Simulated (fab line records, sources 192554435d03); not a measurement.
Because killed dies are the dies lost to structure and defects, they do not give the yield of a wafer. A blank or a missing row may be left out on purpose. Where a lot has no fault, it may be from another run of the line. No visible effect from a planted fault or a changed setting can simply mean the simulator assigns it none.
fab line records	flow n5-finfet
record: lots: 10	wafers: 30	last-day: 18
route steps=1938 shown DUMMY_GATE@236 SPACER0@259 BEOL_M4@1111 PASSIVATION@1936
lots untouched by any fault: they come from a run of this same line in which no faults occurred
start-h: hours from the record's first day to the start of the lot's first wafer shown	wait-h: time in hours since the lot's previous step	" as in the row above	L1.1+2: a row that stands for several wafers	- no value, or no start was given	* or withheld: withheld	< > ~ a bound
route shown NAME@n: names a module that has steps shown in the file, with the first one's number in the route	usual: the fault-free wafers' mean and standard deviation	same: alike in all rows	chamber/n: place in a boat	sites: readings site by site	_std_site: standard deviation of those values	_edge_site: the outer-site mean with the inner-site mean subtracted	radius-mm: how far each site lies from the wafer's centre	mask NAME#n: copy n	behind: the last tool/chamber to shape the wafer	hold: what put the lot on hold/how long, in hours/how the hold closed	device: names the non-switching transistor (n, p or np)	end of line: tests run on the same wafers once the route is complete	for a step that has no rows: nothing shown but its recipe	killed: the dies lost at the first sort to structure and to defects; this is not the yield of the wafer	map: the dies of a wafer, with x for killed, . for not killed, _ for no die there
set.NAME: setting as actually run; set.NAME@STEP: the setting as run at that earlier step	model.NAME: the simulator's own value behind a step, which no gauge read
steps of the route over a sample of lots; a table a step, a row a wafer
services: the hour from which a tool's chamber was out of use, counted from the record's first day as start-h (under 0 if before that day), plus the number of hours and why
== steps ==
step: N5_DUMMY_GATE_ETCH_36
recipe: chemistry: CF4	target: SiARC	target-depth-a: 130	pressure-mtorr: 40	source-w: 545	bias-w: 36	Ar_flow_sccm: 100	cf4-flow-sccm: 100	ion-energy-ev: 80
usual: drypump-motor-current-A: 5.8/0.52	oes-product-au: 0.80/0.092	rf-vpp-V: 184.5/1.1	showerhead-plenum-p-Torr: 2.18/0.057	throttle-valve-pct: 15.54/0.29
lot.wafer	tool	chamber	start-h	wait-h	drypump-motor-current-A	oes-product-au	rf-hours-counter-h	rf-vpp-V	showerhead-plenum-p-Torr	throttle-valve-pct
L711.1	rie-diel-04	1	46.86	0.0	6.3	0.76	149	185.7	2.23	15.30
L711.3	"	2	"	"	5.7	0.77	111	183.9	2.24	15.87
L711.6	"	0	"	"	5.6	0.75	-	182.2	2.14	15.86
L720.3	rie-diel-02	0	100.85	0.0	5.1	0.72	174	185.2	2.12	15.89
L720.4	"	1	"	"	5.4	0.89	-	184.5	2.17	15.19
L720.5	"	0	"	"	5.1	0.72	-	183.9	2.12	15.87
L721.1	rie-diel-04	2	106.61	0.0	5.7	0.75	130	184.5	2.23	15.90
L721.2	"	3	"	"	5.7	0.71	229	186.1	2.19	15.45
L721.5	"	3	"	"	5.7	0.72	-	185.4	2.19	15.43
L722.2	rie-diel-02	2	115.14	0.0	6.6	0.97	2	183.7	2.20	15.05
L722.5	"	1	"	"	5.4	0.88	-	185.0	2.17	15.19
L722.6	"	0	"	"	5.2	0.72	-	183.2	2.12	15.87
L723.1	rie-diel-02	2	119.51	0.0	6.6	0.95	3	187.9	2.20	15.04
L723.2	"	3	"	"	6.6	0.95	11	185.5	2.27	15.39
L723.5	"	3	"	"	6.6	0.96	-	185.1	2.27	15.41
L724.2	rie-diel-03	3	124.90	0.0	5.7	0.92	16	186.7	2.28	15.26
L724.4	"	0	"	"	5.9	0.76	144	184.5	2.15	15.63
L724.6	"	0	"	"	5.9	0.77	-	185.5	2.15	15.64
L725.1	rie-diel-04	1	130.47	0.0	6.3	0.74	173	185.4	2.22	15.36
L725.5	"	1	"	"	6.3	0.73	-	186.6	2.22	15.37
L725.6	"	0	"	"	5.6	0.73	-	184.7	2.14	15.91
L728.4	rie-diel-03	0	151.83	0.0	5.9	0.76	152	184.6	2.14	15.63
L728.5	"	0	"	"	5.9	0.76	-	182.7	2.14	15.64
L728.6	"	3	"	"	5.6	0.91	-	185.9	2.27	15.28
L732.2	rie-diel-02	0	173.24	0.0	5.1	0.70	196	184.0	2.12	15.92
L732.4	"	1	"	"	5.4	0.86	59	184.5	2.16	15.21
L732.5	"	0	"	"	5.1	0.70	-	183.0	2.12	15.91
L734.1	rie-diel-02	0	185.53	0.0	5.1	0.70	201	184.4	2.12	15.93
L734.4	"	2	"	"	6.6	0.89	24	183.7	2.19	15.07
L734.6	"	3	"	"	6.6	0.90	-	186.9	2.26	15.42
step: N5_DUMMY_GATE_CD_MEAS_50
recipe: target-cd-nm: 14
usual: cd-nm: 14.2/0.33
lot.wafer	tool	chamber	start-h	wait-h	cd-nm
L711.1	cd-sem-01	-	47.13	0.0	13.8
L711.3	"	-	"	"	14.3
L711.6	"	-	"	"	14.1
L720.3	cd-sem-03	-	101.12	0.0	14.5
L720.4	"	-	"	"	14.5
L720.5	"	-	"	"	14.0
L721.1	cd-sem-01	-	106.87	0.0	14.4
L721.2	"	-	"	"	14.5
L721.5	"	-	"	"	14.4
L722.2	cd-sem-03	-	115.42	0.0	14.2
L722.5	"	-	"	"	14.7
L722.6	"	-	"	"	14.0
L723.1	cd-sem-03	-	119.78	0.0	14.2
L723.2	"	-	"	"	14.0
L723.5	"	-	"	"	14.3
L724.2	cd-sem-03	-	125.29	0.0	14.6
L724.4	"	-	"	"	14.5
L724.6	"	-	"	"	14.0
L725.1	cd-sem-01	-	130.74	0.0	14.1
L725.5	"	-	"	"	14.6
L725.6	"	-	"	"	14.4
L728.4	cd-sem-03	-	152.11	0.0	14.1
L728.5	"	-	"	"	13.7
L728.6	"	-	"	"	13.9
L732.2	cd-sem-01	-	173.51	0.0	14.2
L732.4	"	-	"	"	13.9
L732.5	"	-	"	"	14.2
L734.1	cd-sem-01	-	185.80	0.0	14.2
L734.4	"	-	"	"	14.4
L734.6	"	-	"	"	13.9
step: N5_DUMMY_GATE_INSPECT_27
recipe: inspect-instrument: brightfield	mode: aei
usual: raw-defect-count: 305/92
lot.wafer	tool	chamber	start-h	wait-h	raw-defect-count
L711.1	defect-inspect-01	-	47.91	0.0	281
L711.3	"	-	"	"	229
L711.6	"	-	"	"	457
L720.3	defect-inspect-01	-	102.21	0.0	140
L720.4	"	-	"	"	209
L720.5	"	-	"	"	224
L721.1	defect-inspect-02	-	107.65	0.0	318
L721.2	"	-	"	"	656
L721.5	"	-	"	"	388
L722.2	defect-inspect-02	-	116.40	0.0	261
L722.5	"	-	"	"	354
L722.6	"	-	"	"	308
L723.1	defect-inspect-02	-	120.56	0.0	392
L723.2	"	-	"	"	405
L723.5	"	-	"	"	452
L724.2	defect-inspect-02	-	126.09	0.0	210
L724.4	"	-	"	"	278
L724.6	"	-	"	"	359
L725.1	defect-inspect-01	-	131.52	0.0	300
L725.5	"	-	"	"	334
L725.6	"	-	"	"	232
L728.4	defect-inspect-01	-	152.89	0.0	216
L728.5	"	-	"	"	399
L728.6	"	-	"	"	367
L732.2	defect-inspect-02	-	174.35	0.0	335
L732.4	"	-	"	"	149
L732.5	"	-	"	"	290
L734.1	defect-inspect-01	-	186.58	0.0	336
L734.4	"	-	"	"	256
L734.6	"	-	"	"	374
step: N5_SPACER0_ALD_00
recipe: material: SiOCN	target-thk-a: 35	temp-c: 400	ald-precursor-family: alkyl-aminosilane	ald-co-reactant: O2/N2-plasma	pulse-time-s: 3	purge-time-s: 2	co-reactant-purge-time-s: 2	ald-cycles: 58	pressure-torr: 2
usual: ald-cycles: 58/0	chamber-pressure-Torr: 2.000/0.0041	heater-power-w: 843/92	precursor-pulse-height-rel: 0.998/0.021
lot.wafer	tool	chamber	start-h	wait-h	ald-cycles	chamber-pressure-Torr	heater-power-w	precursor-pulse-height-rel
L711.1	ald-sin-01	0	51.00	0.1	58	1.999	838	1.013
L711.3	"	3	"	"	58	2.004	772	0.983
L711.6	"	0	"	"	58	2.002	829	1.031
L720.3	ald-sin-04	3	102.40	0.1	-	-	-	-
L720.4	"	1	"	"	-	-	-	-
L720.5	"	3	"	"	-	-	-	-
L721.1	ald-sin-04	0	107.84	0.1	-	-	-	-
L721.2	"	2	"	"	-	-	-	-
L721.5	"	3	"	"	-	-	-	-
L722.2	ald-sin-03	2	116.59	0.1	-	-	-	-
L722.5	"	0	"	"	-	-	-	-
L722.6	"	3	"	"	-	-	-	-
L723.1	ald-sin-03	0	120.75	0.1	58	2.007	909	0.994
L723.2	"	3	"	"	58	2.004	815	1.013
L723.5	"	3	"	"	58	1.996	824	1.001
L724.2	ald-sin-03	2	126.28	0.1	58	1.993	776	0.963
L724.4	"	1	"	"	58	2.006	730	1.025
L724.6	"	0	"	"	58	2.000	899	0.975
L725.1	ald-sin-04	3	131.71	0.1	58	2.003	979	0.963
L725.5	"	2	"	"	58	1.998	1025	0.990
L725.6	"	3	"	"	58	2.001	1009	0.973
L728.4	ald-sin-03	2	153.09	0.1	58	1.998	760	1.022
L728.5	"	1	"	"	58	2.000	743	1.005
L728.6	"	2	"	"	58	2.005	786	0.992
L732.2	ald-sin-04	2	175.17	0.1	58	2.002	1038	0.994
L732.4	"	1	"	"	58	1.998	765	1.004
L732.5	"	0	"	"	58	2.003	929	1.006
L734.1	ald-sin-03	3	187.28	0.1	58	2.010	833	0.985
L734.4	"	2	"	"	58	2.006	776	1.023
L734.6	"	3	"	"	58	2.003	828	0.972
step: N5_BEOL_M4_RC_MEAS_101
usual: DIBL_N: 35.9/1.4	DIBL_P: 35.9/1.7	IOFF_N: 0.160/0.026	IOFF_P: 0.21/0.036	ION_N: 672/11	ION_P: 461/8.1	SS_N: 71.4/0.54	SS_P: 73.2/0.67	VT_N: 249.3/2.7	VT_P: -250/3.9
lot.wafer	tool	chamber	start-h	wait-h	DIBL_N[mV/V]	DIBL_P[mV/V]	IOFF_N[nA/um]	IOFF_P[nA/um]	ION_N[uA/um]	ION_P[uA/um]	SS_N[mV/dec]	SS_P[mV/dec]	VT_N[mV]	VT_P[mV]
L711.1	prober-01	0	161.63	0.0	35.5	35.6	0.172	0.26	685	473	71.3	73.5	250.0	-243
L711.3	"	0	"	"	34.1	33.7	0.148	0.23	678	478	71.3	73.0	248.9	-246
L711.6	"	0	"	"	34.8	34.4	0.159	0.24	681	474	71.0	72.9	248.9	-244
L723.1	prober-02	0	250.04	0.0	38.3	39.4	0.204	0.25	676	464	72.0	73.9	243.8	-250
L723.2	"	0	"	"	35.8	36.3	0.158	0.20	686	466	71.6	72.9	248.7	-250
L723.5	"	0	"	"	36.1	36.8	0.169	0.21	687	463	71.7	72.5	245.5	-251
L724.2	prober-01	0	250.47	0.2	37.2	37.7	0.182	0.26	679	476	71.4	73.8	245.9	-247
L724.4	"	0	"	"	33.9	32.7	0.125	0.18	672	458	71.0	72.8	253.8	-249
L724.6	"	0	"	"	36.1	35.5	0.163	0.21	674	461	71.4	73.1	249.0	-250
L725.1	prober-01	0	254.42	0.0	35.7	36.0	0.171	0.24	692	476	71.6	72.6	245.1	-247
L725.5	"	0	"	"	35.4	35.7	0.163	0.23	673	466	71.1	72.9	247.9	-244
L725.6	"	0	"	"	36.0	36.0	0.169	0.24	684	470	72.0	72.7	247.9	-246
L728.4	prober-02	0	261.40	0.5	37.7	38.0	0.194	0.29	690	478	71.5	73.4	245.4	-244
L728.5	"	0	"	"	38.6	38.5	0.223	0.30	675	467	71.7	74.1	243.9	-244
L728.6	"	0	"	"	36.4	36.7	0.178	0.26	681	474	71.2	72.9	244.9	-244
L732.2	prober-02	0	291.75	0.2	40.2	39.1	0.228	0.27	677	468	72.5	74.4	246.0	-248
L732.4	"	0	"	"	35.4	34.9	0.132	0.19	672	462	70.7	72.5	252.0	-254
L732.5	"	0	"	"	37.4	37.0	0.165	0.22	682	465	71.2	73.3	247.7	-249
L734.1	prober-02	0	316.26	0.0	36.1	36.2	0.149	0.18	665	456	71.0	72.9	252.6	-253
L734.4	"	0	"	"	35.0	35.4	0.136	0.17	678	459	70.9	73.7	253.1	-255
L734.6	"	0	"	"	38.2	39.4	0.190	0.24	675	462	71.5	74.2	249.5	-248
step: N5_PASSIVATION_PROBE_49
usual: defect-limited-yield: 90.9/1.5	killed_at_M0_to_M3: 35/10	killed_at_M4_up: 14/5.2	killed-at-contacts: 13/7.3	killed-at-front-end: 42/12	killed-at-other: 3.4/2.5	killed-dies: 108/18	killed-on-rim: 14/4.2	killed-open: 70/13	killed-short: 35/8	sort_bin_5_function: 5.4/1	sort_bin_6_memory: 3.4/0.71	sort_bin_8_speed: 0.00/0.0099	sort-n-pass: 1072/18	sort-yield-pct: 90.9/1.5
same: gross-dies: 1180	killed-at-back-side: 0	sort_bin_4_leakage[%]: 0
lot.wafer	tool	chamber	start-h	wait-h	defect-limited-yield[%]	killed_at_M0_to_M3	killed_at_M4_up	killed-at-contacts	killed-at-front-end	killed-at-other	killed-dies	killed-on-rim	killed-open	killed-short	sort_bin_5_function[%]	sort_bin_6_memory[%]	sort_bin_8_speed[%]	sort-n-pass	sort-yield-pct[%]
L711.1	prober-02	-	273.68	0.0	93.1	25	12	11	28	6	82	8	49	32	3.3	3.3	0	1098	93.1
L711.3	prober-02	-	273.78	0.1	92.8	18	16	14	33	4	85	8	57	26	4.9	1.9	0	1095	92.8
L711.6	prober-02	-	273.93	0.3	91.5	19	23	10	42	6	100	10	70	24	4.9	3.2	0	1080	91.5
L720.3	prober-01	-	317.58	0.1	0	41	6	19	1110	4	1180	152	85	41	95.2	4.7	0	0	0
L720.4	prober-01	-	317.63	0.2	0	34	13	14	1118	1	1180	152	61	39	96.4	3.2	0	0	0
L720.5	prober-01	-	317.68	0.2	0	43	13	20	1103	1	1180	152	83	39	94.9	4.7	0	0	0
L721.1	prober-01	-	338.34	0.0	0	47	23	16	1088	6	1180	152	88	36	95.8	3.7	0	0	0
L721.2	prober-01	-	338.39	0.1	0	44	13	11	1110	2	1180	152	69	39	96.3	3.5	0	0	0
L721.5	prober-01	-	338.54	0.2	0	39	24	18	1099	0	1180	152	101	38	95.3	4.5	0	0	0
L722.2	prober-02	-	341.37	0.1	0	38	20	12	1105	5	1180	152	80	37	95.6	4.0	0	0	0
L722.5	prober-02	-	341.52	0.2	0	24	12	5	1137	2	1180	152	74	27	95.8	3.7	0	0	0
L722.6	prober-02	-	341.57	0.3	0	29	22	7	1121	1	1180	152	63	26	97.3	2.5	0	0	0
L724.2	prober-01	-	366.40	0.1	92.5	17	16	13	36	6	88	16	54	33	4.4	2.5	0	1092	92.5
L724.4	prober-01	-	366.50	0.2	90.8	14	8	30	53	4	109	14	69	38	5.2	3.8	0	1071	90.8
L724.6	prober-01	-	366.60	0.3	93.7	13	7	9	37	8	74	6	50	22	3.4	2.6	0.08	1106	93.7
L728.4	prober-02	-	367.17	0.2	91.4	31	10	18	42	0	101	19	63	36	4.8	3.6	0	1079	91.4
L728.5	prober-02	-	367.22	0.2	90.7	55	16	5	34	0	110	14	62	45	6.2	2.7	0	1070	90.7
L728.6	prober-02	-	367.27	0.3	91.5	32	17	8	39	4	100	13	73	26	5.2	3.1	0	1080	91.5
L725.1	prober-02	-	372.56	0.0	89.8	41	9	22	47	1	120	14	75	42	5.5	4.2	0	1060	89.8
L725.5	prober-02	-	372.76	0.2	87.3	49	15	27	57	2	150	25	94	54	8.0	4.3	0	1030	87.3
L725.6	prober-02	-	372.81	0.3	87.9	39	11	18	68	7	143	15	91	52	7.1	4.7	0	1037	87.9
killed by level:class
L711.1 MOL_CONTACT_COAG:geometric-particle:open=7 BEOL_M3:geometric-particle:open=7 FIN_SAQP:geometric-particle:short=6 BEOL_M0_SAQP:geometric-particle:short=6 BEOL_M1:geometric-particle:open=5 STI_FIN_REVEAL:geometric-particle:open=4 ILD0:geometric-particle:open=4 MOL_CONTACT_COAG:geometric-particle:short=4
L711.3 MOL_CONTACT_COAG:geometric-particle:open=14 BEOL_M4:geometric-particle:open=13 GATE_CUT:geometric-particle:short=7 FIN_SAQP:geometric-particle:open=6 FIN_SAQP:geometric-particle:short=5 BEOL_M0_SAQP:geometric-particle:open=4 BEOL_M0_SAQP:geometric-particle:short=4 ILD0:geometric-particle:short=3
L711.6 FIN_SAQP:geometric-particle:open=17 BEOL_M4:geometric-particle:open=17 MOL_CONTACT_COAG:geometric-particle:open=6 BEOL_M0_SAQP:geometric-particle:open=5 FIN_SAQP:geometric-particle:short=4 BEOL_M3:geometric-particle:open=4 STARTING-WAFER:geometric-particle:open=4 BEOL_M0:geometric-particle:open=3
L720.3 SPACER0:area-ald=1054 STI_FIN_REVEAL:geometric-particle:open=27 MOL_CONTACT_COAG:geometric-particle:open=14 BEOL_M0_SAQP:geometric-particle:short=11 BEOL_M3:geometric-particle:open=8 GATE_CUT:geometric-particle:short=8 BEOL_M0_SAQP:geometric-particle:open=7 FIN_SAQP:geometric-particle:open=6
L720.4 SPACER0:area-ald=1079 MOL_CONTACT_COAG:geometric-particle:open=13 BEOL_M0_SAQP:geometric-particle:short=10 BEOL_M0_SAQP:geometric-particle:open=9 STI_FIN_REVEAL:geometric-particle:open=6 GATE_CUT:geometric-particle:short=6 FIN_SAQP:geometric-particle:open=5 STI_FIN_REVEAL:geometric-particle:short=4
L720.5 SPACER0:area-ald=1058 MOL_CONTACT_COAG:geometric-particle:open=18 BEOL_M0_SAQP:geometric-particle:short=14 BEOL_M0_SAQP:geometric-particle:open=13 STI_FIN_REVEAL:geometric-particle:open=12 GATE_CUT:geometric-particle:short=8 FIN_SAQP:geometric-particle:open=6 STARTING-WAFER:geometric-particle:open=6
L721.1 SPACER0:area-ald=1056 FIN_SAQP:geometric-particle:open=13 MOL_CONTACT_COAG:geometric-particle:open=13 BEOL_M2:geometric-particle:short=9 BEOL_M5:geometric-particle:open=8 BEOL_M0_SAQP:geometric-particle:open=8 BEOL_M2:geometric-particle:open=8 BEOL_M1:geometric-particle:open=7
L721.2 SPACER0:area-ald=1071 FIN_SAQP:geometric-particle:open=12 MOL_CONTACT_COAG:geometric-particle:open=9 BEOL_M3:geometric-particle:open=8 FIN_SAQP:geometric-particle:short=6 BEOL_M0_SAQP:geometric-particle:open=6 BEOL_M0_SAQP:geometric-particle:short=6 BEOL_M3:geometric-particle:short=6
L721.5 SPACER0:area-ald=1041 FIN_SAQP:geometric-particle:open=23 FIN_SAQP:geometric-particle:short=15 BEOL_M4:geometric-particle:open=14 MOL_CONTACT_COAG:geometric-particle:open=14 BEOL_M2:geometric-particle:open=9 BEOL_M3:geometric-particle:open=9 BEOL_M0_SAQP:geometric-particle:short=8
L722.2 SPACER0:area-ald=1062 BEOL_M4:geometric-particle:open=13 STI_FIN_REVEAL:geometric-particle:open=12 BEOL_M2:geometric-particle:open=10 BEOL_M3:geometric-particle:open=10 FIN_SAQP:geometric-particle:open=9 MOL_CONTACT_COAG:geometric-particle:open=7 BEOL_M0_SAQP:geometric-particle:short=7
L722.5 SPACER0:area-ald=1077 FIN_SAQP:geometric-particle:open=14 DUMMY_GATE:geometric-particle:open=10 STI_FIN_REVEAL:geometric-particle:open=7 BEOL_M3:geometric-particle:open=7 BEOL_M4:geometric-particle:open=5 FIN_SAQP:geometric-particle:short=4 ILD0:geometric-particle:open=4
L722.6 SPACER0:area-ald=1087 BEOL_M1:geometric-particle:open=8 MOL_CONTACT_COAG:geometric-particle:open=7 BEOL_M4:geometric-particle:open=7 BEOL_M3:geometric-particle:open=6 FIN_SAQP:geometric-particle:open=4 GATE_CUT:geometric-particle:short=4 BEOL_M0:geometric-particle:open=4
L724.2 FIN_SAQP:geometric-particle:short=9 FIN_SAQP:geometric-particle:open=8 STI_FIN_REVEAL:geometric-particle:open=8 MOL_CONTACT_COAG:geometric-particle:short=7 BEOL_M4:geometric-particle:open=7 MOL_CONTACT_COAG:geometric-particle:open=6 BEOL_M0_SAQP:geometric-particle:short=5 BEOL_M3:geometric-particle:open=5
L724.4 MOL_CONTACT_COAG:geometric-particle:open=27 FIN_SAQP:geometric-particle:short=12 STI_FIN_REVEAL:geometric-particle:open=11 FIN_SAQP:geometric-particle:open=9 BEOL_M0_SAQP:geometric-particle:short=5 STI_FIN_REVEAL:geometric-particle:short=4 STARTING-WAFER:geometric-particle:open=4 MOL_CONTACT_COAG:geometric-particle:short=3
L724.6 STI_FIN_REVEAL:geometric-particle:open=17 DUMMY_GATE:geometric-particle:open=8 MOL_CONTACT_COAG:geometric-particle:open=7 BEOL_M0_SAQP:geometric-particle:open=3 BEOL_M0:geometric-particle:short=3 BEOL_M1:geometric-particle:open=3 MIM_TOP:geometric-particle:short=3 STARTING-WAFER:geometric-particle:open=3
L728.4 FIN_SAQP:geometric-particle:open=15 MOL_CONTACT_COAG:geometric-particle:open=13 BEOL_M0_SAQP:geometric-particle:short=8 BEOL_M0_SAQP:geometric-particle:open=8 FIN_SAQP:geometric-particle:short=5 DUMMY_GATE:geometric-particle:open=5 MOL_CONTACT_COAG:geometric-particle:short=5 BEOL_M2:geometric-particle:short=5
L728.5 BEOL_M0_SAQP:geometric-particle:open=15 BEOL_M0_SAQP:geometric-particle:short=11 FIN_SAQP:geometric-particle:short=8 BEOL_M2:geometric-particle:open=8 BEOL_M0:geometric-particle:open=7 DUMMY_GATE:geometric-particle:open=6 DUMMY_GATE:geometric-particle:short=5 BEOL_M2:geometric-particle:short=5
L728.6 FIN_SAQP:geometric-particle:open=15 BEOL_M2:geometric-particle:open=9 BEOL_M4:geometric-particle:open=7 MOL_CONTACT_COAG:geometric-particle:open=6 BEOL_M0:geometric-particle:open=6 STARTING-WAFER:geometric-particle:open=6 FIN_SAQP:geometric-particle:short=5 BEOL_M0_SAQP:geometric-particle:short=5
L725.1 MOL_CONTACT_COAG:geometric-particle:open=16 BEOL_M0_SAQP:geometric-particle:short=12 FIN_SAQP:geometric-particle:open=9 STI_FIN_REVEAL:geometric-particle:open=9 BEOL_M0_SAQP:geometric-particle:open=8 FIN_SAQP:geometric-particle:short=6 DUMMY_GATE:geometric-particle:open=6 GATE_CUT:geometric-particle:short=5
L725.5 MOL_CONTACT_COAG:geometric-particle:open=21 BEOL_M0_SAQP:geometric-particle:short=13 STI_FIN_REVEAL:geometric-particle:open=12 BEOL_M3:geometric-particle:open=12 FIN_SAQP:geometric-particle:open=11 FIN_SAQP:geometric-particle:short=8 BEOL_M4:geometric-particle:open=7 MOL_CONTACT_COAG:geometric-particle:short=6
L725.6 STI_FIN_REVEAL:geometric-particle:open=24 FIN_SAQP:geometric-particle:open=11 MOL_CONTACT_COAG:geometric-particle:open=10 FIN_SAQP:geometric-particle:short=9 MOL_CONTACT_COAG:geometric-particle:short=8 BEOL_M0_SAQP:geometric-particle:short=8 BEOL_M0_SAQP:geometric-particle:open=7 GATE_CUT:geometric-particle:short=7
== services ==
tool	chamber	start-h	hours	kind
rie-diel-02	3	25.41	6.7	repair
ald-sin-03	3	42.21	1.8	repair
ald-sin-03	-	44.84	14.6	pm
rie-diel-02	3	58.62	-	clean
rie-diel-02	3	58.62	-	consumable-replace:focus-ring
rie-diel-02	3	58.62	-	consumable-replace:showerhead
ald-sin-04	1	63.88	16.2	repair
rie-diel-02	2	87.28	-	clean
rie-diel-02	2	87.28	-	consumable-replace:focus-ring
rie-diel-02	2	87.28	19.8	scheduled-down
rie-diel-02	2	87.28	19.8	vent-cycle
ald-sin-01	-	93.35	1.7	repair
ald-sin-03	2	102.83	8.4	repair
rie-diel-03	-	163.99	0.5	repair
rie-diel-03	2	175.88	5.3	repair
ald-sin-04	-	176.75	14.0	pm
ald-sin-04	0	176.75	14.0	vent-cycle
ald-sin-04	1	176.75	14.0	vent-cycle
ald-sin-04	2	176.75	14.0	vent-cycle
ald-sin-04	3	176.75	14.0	vent-cycle
rie-diel-04	3	179.20	-	clean
rie-diel-04	3	179.20	-	consumable-replace:focus-ring
rie-diel-04	3	179.20	17.8	scheduled-down
rie-diel-04	3	179.20	17.8	vent-cycle
== key ==
first-sign: step: N5_SPACER0_ALD_00	reading: tool-record	direction: missing
effect: step: N5_PASSIVATION_PROBE_49	reading: killed-at-front-end	direction: up	sigmas: 91	usual: 42	struck: 1110
more-kills-born-at: N5_SPACER0_ALD_00@ald-sin-04: 6359	N5_SPACER0_ALD_00@ald-sin-03: 3226
met-at N5_SPACER0_ALD_00
struck-lots L720,L721,L722
later-rows-left-out L720.3,L720.4,L720.5,L721.1,L721.2,L721.5,L722.2,L722.5,L722.6
not-acting-at N5_DUMMY_GATE_ETCH_36,N5_DUMMY_GATE_CD_MEAS_50,N5_DUMMY_GATE_INSPECT_27
fault: kind: skipped-step-whole	tool: ald-sin-03,ald-sin-04	chamber: -	onset-h: 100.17	steps: N5_SPACER0_ALD_00	scope: struck-lots-only
later-rows-left-out: the simulator's readings of these wafers behind a module that went badly wrong aren't trusted and aren't shown, but for the sort
